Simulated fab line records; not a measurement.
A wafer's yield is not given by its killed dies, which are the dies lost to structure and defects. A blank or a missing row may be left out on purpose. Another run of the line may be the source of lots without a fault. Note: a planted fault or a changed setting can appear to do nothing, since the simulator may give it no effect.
Chamber matching / flow nand_harc / 4 sister chambers for NHARC_P_ZERO_WELL_DESCUM_39 on rie_diel-07
The step chemistry O2, time 3 s. 4 wafers are shown with their chamber, then 7 later ones without.

WAFERS WITH THEIR CHAMBER
wafer=L083.3; chamber=1; drypump_motor_current_A (A)=6.3
wafer=L083.5; chamber=0; drypump_motor_current_A (A)=5.5
wafer=L092.1; chamber=2; drypump_motor_current_A (A)=6.2
wafer=L092.3; chamber=3; drypump_motor_current_A (A)=4.9

WAFERS WHOSE CHAMBER IS MISSING
wafer=L092.5; drypump_motor_current_A (A)=6.2
wafer=L093.3; drypump_motor_current_A (A)=6.2
wafer=L093.5; drypump_motor_current_A (A)=6.2
wafer=L093.6; drypump_motor_current_A (A)=5.0
wafer=L096.4; drypump_motor_current_A (A)=5.0
wafer=L096.5; drypump_motor_current_A (A)=5.5
wafer=L096.6; drypump_motor_current_A (A)=6.3

EACH ONE'S CHAMBER
wafer=L092.5; from the rows above=can't be placed: 2 or 1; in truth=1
wafer=L093.3; from the rows above=can't be placed: 2 or 1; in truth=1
wafer=L093.5; from the rows above=can't be placed: 2 or 1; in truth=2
wafer=L093.6; from the rows above=3; in truth=3
wafer=L096.4; from the rows above=3; in truth=3
wafer=L096.5; from the rows above=0; in truth=0
wafer=L096.6; from the rows above=can't be placed: 1 or 2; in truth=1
Placed correctly: 3 of 7. Not placeable from these rows: 4 (in 4, the candidates include the true chamber). Wrongly placed: 0.
How it was worked out, from the rows above alone: a wafer's distance from a chamber is the root of the sum, over the readings, of the square of ((its reading less the chamber's mean) divided by the reading's scatter). The wafer belongs to the nearest chamber; if the next one is less than 2 further off, it can't be placed. The mean given for a chamber averages the wafers shown for that chamber. The scatter: root of mean squared gap, hidden wafer to nearest shown wafer, with one shown wafer a chamber.
